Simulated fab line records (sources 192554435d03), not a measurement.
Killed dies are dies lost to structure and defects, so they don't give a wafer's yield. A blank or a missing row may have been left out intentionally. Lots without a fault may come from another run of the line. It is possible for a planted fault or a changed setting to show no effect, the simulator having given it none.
A lot that was struck, set against a sound lot || flow n5_finfet || 16 out of 1938 route steps
Sound: the wafers L628.1, L628.3, L628.5. Wafers L640.1, L640.2, L640.5 were the ones struck. Last of all comes the cause.
At each step with rows: each side's tool, then ch and its chambers, then its first start. Under that, the readings that differ: sound wafers || struck wafers || difference of the means || sigmas: that difference in standard deviations of wafers without a fault.
alike: readings with means less than 2 such deviations apart, plus words and numbers identical on both sides. not compared: withheld readings, readings lacking a value on some wafer, bounds such as >300 that could conceal the same value, and numbers that have no deviation in the record and whose values overlap.
Wherever a step has rows on one side only, a row that says differs or no value, or a row with sigmas, the two part there. Numbers that don't overlap but have no deviation are shown without sigmas and don't part them. A reading that every wafer of one side lacks parts them only if that side has two wafers or more.

N5_BEOL_M1_SURFACE_TREAT_85:
  struck on pvd_sputter-02, day 10 07:50; sound on pvd_sputter-03, day 7 11:24
  not compared: throttle_valve_pct
then, 3 steps without rows for these wafers: N5_BEOL_M1_CVD_47 (deposits Co from CCTBA/H2, target thk 3 nm, time 223.8 s); N5_BEOL_M1_SPUTTER_48 (material Cu, target thk 4.5 nm, time 8.29 s); N5_BEOL_M1_ANNEAL_49 (time 240 s).
N5_BEOL_M1_SPUTTER_79: material Cu, target thk 4.5 nm, time 8.29 s.
  struck on pvd_sputter-02, day 10 08:20; sound on pvd_sputter-03, day 7 11:56
  alike: chamber_pressure_pa, chuck_gas_flow_sccm, throttle_valve_pct
then, 1 step without rows for these wafers: N5_BEOL_M1_ANNEAL_80 (time 240 s).
N5_BEOL_M1_SPUTTER_81: material Cu, target thk 4.5 nm, time 8.29 s.
  struck on pvd_sputter-02, day 10 08:33; sound on pvd_sputter-03, day 7 12:09
  alike: chamber_pressure_pa, chuck_gas_flow_sccm, throttle_valve_pct
then, 2 steps without rows for these wafers: N5_BEOL_M1_ANNEAL_82 (time 240 s); N5_BEOL_M1_SPUTTER_86 (material Cu, target thk 4.5 nm, time 8.29 s).
N5_BEOL_M1_ANNEAL_87: time 240 s.
  struck on pvd_sputter-02, day 10 08:51; sound on pvd_sputter-03, day 7 12:27
  alike: heater_power_w
then, 2 steps without rows for these wafers: N5_BEOL_M1_SPUTTER_88 (material Cu, target thk 4.5 nm, time 8.29 s); N5_BEOL_M1_ANNEAL_89 (time 240 s).
N5_BEOL_M1_SPUTTER_90: material Cu, target thk 4.5 nm, time 8.29 s.
  struck on pvd_sputter-02, day 10 09:13; sound on pvd_sputter-03, day 7 12:49
  no value came back on the struck wafers for chamber_pressure_pa (Pa), chuck_gas_flow_sccm (sccm), throttle_valve_pct (%); on the sound wafers chamber_pressure_pa (Pa) reads 0.06989 0.06985 0.07003
N5_BEOL_M1_ANNEAL_91: time 240 s.
  struck on pvd_sputter-02, day 10 09:17; sound on pvd_sputter-03, day 7 12:53
  alike: heater_power_w
N5_BEOL_M4_RC_MEAS_101:
  sound on prober-02 ch 0, day 9 01:40; struck on prober-01 ch 0, day 12 04:55
  alike: DIBL_N, DIBL_P, IOFF_N, IOFF_P, ION_N, ION_P, SS_N, SS_P, VT_N, VT_P
-- a jump in the record: the struck wafers' starts before and after are 5 days apart (it breaks off in module BEOL_M4 and resumes in module PASSIVATION, where the first step shown is number 1936 of the route) --
N5_PASSIVATION_PROBE_49:
  record: rows for the struck wafers here (prober-02, day 16 17:05), none for the sound ones

WHERE THEY PART
At N5_BEOL_M1_SPUTTER_90 first; at N5_PASSIVATION_PROBE_49 last (within this record only).

WHY: what the simulator had put in
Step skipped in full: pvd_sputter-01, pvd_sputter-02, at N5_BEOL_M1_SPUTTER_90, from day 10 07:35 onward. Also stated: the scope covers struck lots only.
